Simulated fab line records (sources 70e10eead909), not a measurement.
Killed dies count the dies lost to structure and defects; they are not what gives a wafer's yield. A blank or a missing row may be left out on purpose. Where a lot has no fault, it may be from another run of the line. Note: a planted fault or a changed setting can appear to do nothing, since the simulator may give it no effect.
Chamber matching | flow nand harc | NHARC_P_M0_PRE_CLEAN_31 on pecvd-03 has 3 sister chambers
The step time 12 s. 3 wafers are shown with their chamber, then 12 later ones without.

WAFERS PAIRED WITH THEIR CHAMBERS
wafer  | chamber | heater power w (W)
L089.5 | 0       | 715
L090.4 | 1       | 694
L090.5 | 2       | 641

WAFERS MISSING THEIR CHAMBER
wafer  | heater power w (W)
L091.1 | 553
L091.2 | 806
L091.6 | 547
L094.1 | 705
L094.3 | 645
L094.4 | 747
L095.2 | 721
L095.3 | 752
L095.6 | 549
L097.1 | 635
L097.2 | 743
L097.4 | 777

WHICH CHAMBER EACH WENT THROUGH
wafer  | from the rows above          | in truth
L091.1 | can't be placed: 2 or 1 or 0 | 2
L091.2 | can't be placed: 0 or 1 or 2 | 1
L091.6 | can't be placed: 2 or 1 or 0 | 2
L094.1 | can't be placed: 0 or 1 or 2 | 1
L094.3 | can't be placed: 2 or 1 or 0 | 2
L094.4 | can't be placed: 0 or 1 or 2 | 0
L095.2 | can't be placed: 0 or 1 or 2 | 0
L095.3 | can't be placed: 0 or 1 or 2 | 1
L095.6 | can't be placed: 2 or 1 or 0 | 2
L097.1 | can't be placed: 2 or 1 or 0 | 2
L097.2 | can't be placed: 0 or 1 or 2 | 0
L097.4 | can't be placed: 0 or 1 or 2 | 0
0 of 12 placed correctly. These rows do not allow placing 12 (true chamber among the candidates in 12). Wrongly placed: 0.
How it was worked out, from the rows above alone: a wafer's distance from a chamber is the root of the sum, over the readings, of the square of ((its reading less the chamber's mean) divided by the reading's scatter). The wafer belongs to the nearest chamber; if the next one is less than 2 further off, it can't be placed. A chamber's mean is the mean of its shown wafers. The scatter: root of mean squared gap, hidden wafer to nearest shown wafer, with one shown wafer a chamber.
